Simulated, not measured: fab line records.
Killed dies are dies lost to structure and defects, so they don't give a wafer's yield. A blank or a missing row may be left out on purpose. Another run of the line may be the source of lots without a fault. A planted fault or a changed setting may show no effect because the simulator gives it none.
A lot that was struck, set against a sound lot | flow n5_finfet | 16 out of 1938 route steps
Sound: these wafers, L618.2, L618.4, L618.5. Wafers struck: L623.3, L623.4, L623.6. The cause comes at the end.
At each step with rows: each side's tool, then ch and its chambers, then its first start. Under that, the readings that differ: sound wafers | struck wafers | difference of the means | sigmas: that difference in standard deviations of wafers without a fault.
alike: readings whose means differ by less than 2 such deviations, and words and numbers that are the same on both sides. not compared: withheld readings, readings that some wafer has no value for, bounds like >300 that may hide the same value, and numbers for which the record gives no deviation and whose values overlap.
A row with sigmas, a row that says differs or no value, or rows on one side alone: a step with any of these is where the two part. Non-overlapping numbers with no deviation appear without sigmas and do not part them. Lack of a reading on every wafer of one side parts them only where that side has two or more wafers.

first, 7 steps without rows for these wafers: N5_WELL_APT_COAT_02 (resist thk 950 nm); N5_WELL_APT_EBR_04; N5_WELL_APT_SOFTBAKE_03 (time 60 s); N5_WELL_APT_EXPOSE_05 (exposes mask NWELL, defocus 0 nm, target cd 200 nm); N5_WELL_APT_PEB_06 (peb time 90 s); N5_WELL_APT_DEVELOP_07 (develop time 45 s); N5_WELL_APT_HARDBAKE_12 (time 120 s).
N5_WELL_APT_CD_MEAS_08 targets a cd of 200 nm.
  sound on cd_sem-01 ch 0, day 3 02:53; struck on cd_sem-02 ch 0, day 4 07:41
  reading    | sound             | struck            | difference | sigmas
  cd_nm (nm) | 204.5 201.7 204.6 | 197.2 195.6 196.7 | -7.1       | -4
N5_WELL_APT_OVL_MEAS_09:
  sound on overlay-01 ch 0, day 3 02:55; struck on overlay-01 ch 0, day 4 07:43
  alike: NWELL_OVL
N5_WELL_APT_INSPECT_10: inspects for defects (macro).
  sound: defect_inspect-02 at day 3 02:56; struck: defect_inspect-02 at day 4 07:44
  alike: raw_defect_count
N5_WELL_APT_DESCUM_13: chemistry O2, time 7.9 s.
  sound on rie_diel-04 ch 1,3, day 3 02:59; struck on rie_diel-06 ch 0,2,3, day 4 08:01
  reading                     | sound       | struck      | difference | sigmas
  drypump_motor_current_A (A) | 5.3 5.2 5.3 | 6.6 5.4 6.5 | +0.9       | +2
  alike: oes_product_au, rf_vpp_V, showerhead_plenum_p_Torr, throttle_valve_pct
  not compared: rf_hours_counter_h
following that, these wafers have no rows for 1 step: N5_WELL_APT_IMPLANT_14.
N5_WELL_APT_IMPLANT_15:
  sound on implanter-02 ch 0, day 3 03:17; struck on implanter-01 ch 0, day 4 08:42
  alike: beam_on_s, faraday_current_uA
then, 1 step without rows for these wafers: N5_WELL_APT_STRIP_16 (strips in SPM, time 900 s).
-- the record jumps here: 7 days lie between the struck wafers' starts before and after (it left off in module WELL_APT and takes up again in module BEOL_M4, whose first step shown is number 1111 of the route) --
N5_BEOL_M4_RC_MEAS_101:
  sound on prober-01 ch 0, day 9 08:05; struck on prober-02 ch 0, day 11 02:20
  alike: DIBL_N, DIBL_P, IOFF_N, IOFF_P, ION_N, ION_P, SS_N, SS_P, VT_N, VT_P
following that, these wafers have no rows for 1 step: N5_PASSIVATION_PROBE_49.

## WHERE THEY PART
Last at N5_WELL_APT_DESCUM_13 as far as this record goes, first at N5_WELL_APT_CD_MEAS_08. Later steps at which nothing parts them and some readings are alike: N5_WELL_APT_IMPLANT_15, N5_BEOL_M4_RC_MEAS_101.

WHY: whatever the simulator had introduced
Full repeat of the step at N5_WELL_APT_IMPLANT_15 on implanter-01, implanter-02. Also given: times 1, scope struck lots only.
